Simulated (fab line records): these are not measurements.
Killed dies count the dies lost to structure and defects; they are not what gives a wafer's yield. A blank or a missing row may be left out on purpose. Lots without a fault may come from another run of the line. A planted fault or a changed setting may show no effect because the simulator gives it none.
Split-lot experiment + flow n5Finfet + 39 wafers read across 7 lots, on a route 1938 steps long

THE SPLIT
At N5_FIN_SAQP_ETCH_52 (etches SOC in N2/H2, target depth 100 nm, overetch 20 nm, time 150 s), the setting sourceW was moved away from the recipe's 840 W on 15 of the 39 wafers read, by -16.6% to +8.2%. For the rest of the wafers, this setting stayed at what the recipe calls for.

The split's own step is where the reading is taken.

THE READING
rfVppV, in V, at N5_FIN_SAQP_ETCH_52 (etches SOC in N2/H2, target depth 100 nm, overetch 20 nm, time 150 s). A value of 524.1 V with a standard deviation of 2.1 V is what fault-free wafers of this fab line usually give.

| wafer  | tool, chamber at the split | sourceW as run, W | against the recipe | rfVppV, V | against lot-mates on the recipe |
|--------|----------------------------|-------------------|--------------------|-----------|---------------------------------|
| L076.1 | rieDiel-03, 0              | 895.2             | +6.6%              | 509.2     | -16.0                           |
| L076.2 | rieDiel-03, 2              | 840               | recipe             | 527.4     | -                               |
| L076.3 | rieDiel-03, 3              | 895.2             | +6.6%              | 514.0     | -11.2                           |
| L076.4 | rieDiel-03, 1              | 840               | recipe             | 524.7     | -                               |
| L076.5 | rieDiel-03, 0              | 895.2             | +6.6%              | 508.7     | -16.5                           |
| L076.6 | rieDiel-03, 1              | 840               | recipe             | 523.5     | -                               |
| L081.1 | rieDiel-02, 3              | 729.5             | -13.2%             | 551.2     | +28.2                           |
| L081.2 | rieDiel-02, 2              | 840               | recipe             | 521.1     | -                               |
| L081.3 | rieDiel-02, 0              | 840               | recipe             | 523.8     | -                               |
| L081.4 | rieDiel-02, 1              | 729.5             | -13.2%             | 549.3     | +26.3                           |
| L081.5 | rieDiel-02, 3              | 840               | recipe             | 524.1     | -                               |
| L081.6 | rieDiel-02, 0              | 729.5             | -13.2%             | 548.0     | +25.0                           |
| L082.1 | rieDiel-06, 0              | 755.7             | -10.0%             | 542.1     | +16.9                           |
| L082.2 | rieDiel-06, 3              | 755.7             | -10.0%             | 542.5     | +17.3                           |
| L082.3 | rieDiel-06, 1              | 840               | recipe             | 526.4     | -                               |
| L082.4 | rieDiel-06, 1              | 840               | recipe             | 526.0     | -                               |
| L082.5 | rieDiel-06, 0              | 840               | recipe             | 523.1     | -                               |
| L082.6 | rieDiel-06, 3              | 755.7             | -10.0%             | 542.1     | +16.9                           |
| L085.1 | rieDiel-06, 3              | 909               | +8.2%              | 508.2     | -16.6                           |
| L085.2 | rieDiel-06, 0              | 840               | recipe             | 524.1     | -                               |
| L085.3 | rieDiel-06, 1              | 840               | recipe             | 526.3     | -                               |
| L085.4 | rieDiel-06, 3              | 909               | +8.2%              | 508.9     | -15.9                           |
| L085.5 | rieDiel-06, 1              | 909               | +8.2%              | 512.6     | -12.2                           |
| L085.6 | rieDiel-06, 0              | 840               | recipe             | 524.1     | -                               |
| L086.1 | rieDiel-03, 1              | 840               | recipe             | 522.7     | -                               |
| L086.2 | rieDiel-03, 3              | 700.5             | -16.6%             | 556.5     | +30.8                           |
| L086.3 | rieDiel-03, 2              | 840               | recipe             | 526.8     | -                               |
| L086.4 | rieDiel-03, 0              | 700.5             | -16.6%             | 551.9     | +26.2                           |
| L086.5 | rieDiel-03, 3              | 700.5             | -16.6%             | 556.3     | +30.6                           |
| L086.6 | rieDiel-03, 2              | 840               | recipe             | 527.7     | -                               |
| L091.1 | rieDiel-06, 3              | 840               | recipe             | 522.3     | -                               |
| L091.2 | rieDiel-06, 1              | 840               | recipe             | 526.1     | -                               |
| L091.3 | rieDiel-06, 2              | 840               | recipe             | 528.2     | -                               |
| L091.4 | rieDiel-06, 0              | 840               | recipe             | 522.7     | -                               |
| L091.5 | rieDiel-06, 0              | 840               | recipe             | 523.9     | -                               |
| L091.6 | rieDiel-06, 1              | 840               | recipe             | 526.7     | -                               |
| L092.2 | rieDiel-02, 0              | 840               | recipe             | 523.8     | -                               |
| L092.4 | rieDiel-02, 1              | 840               | recipe             | 523.7     | -                               |
| L092.5 | rieDiel-02, 2              | 840               | recipe             | 522.7     | -                               |

FIT RESULTS
A straight line over all 39 wafers: rfVppV changes by -1.85 V for each +1% of sourceW; r = -0.99; the points scatter about the line by 2 V.
The same after taking each lot's own level away (the mean of its wafers on the recipe; 39 wafers): -1.86 V for each +1%; r = -0.99; scatter 2.1 V.
Per that fit: largest sourceW move, reading shift of 31 V.
The span of the lots' own levels, 523.00 to 525.73 V, comes to 1.3 times the standard deviation stated above.
The two slopes are in agreement: the lot-to-lot level therefore moves the slope only a little.
Check: +30.6 V against its lot-mates is what the line predicts for one of the wafers moved furthest among these (-16.6%) when that wafer is left out of the fit. It came out at +30.8 V against them.
Tool readings at the split's step, against how far the setting was moved: rfVppV r = -0.99.

FILE'S OWN FIT
rfVppV changes by -1.85 V for each +1% of sourceW, r = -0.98.
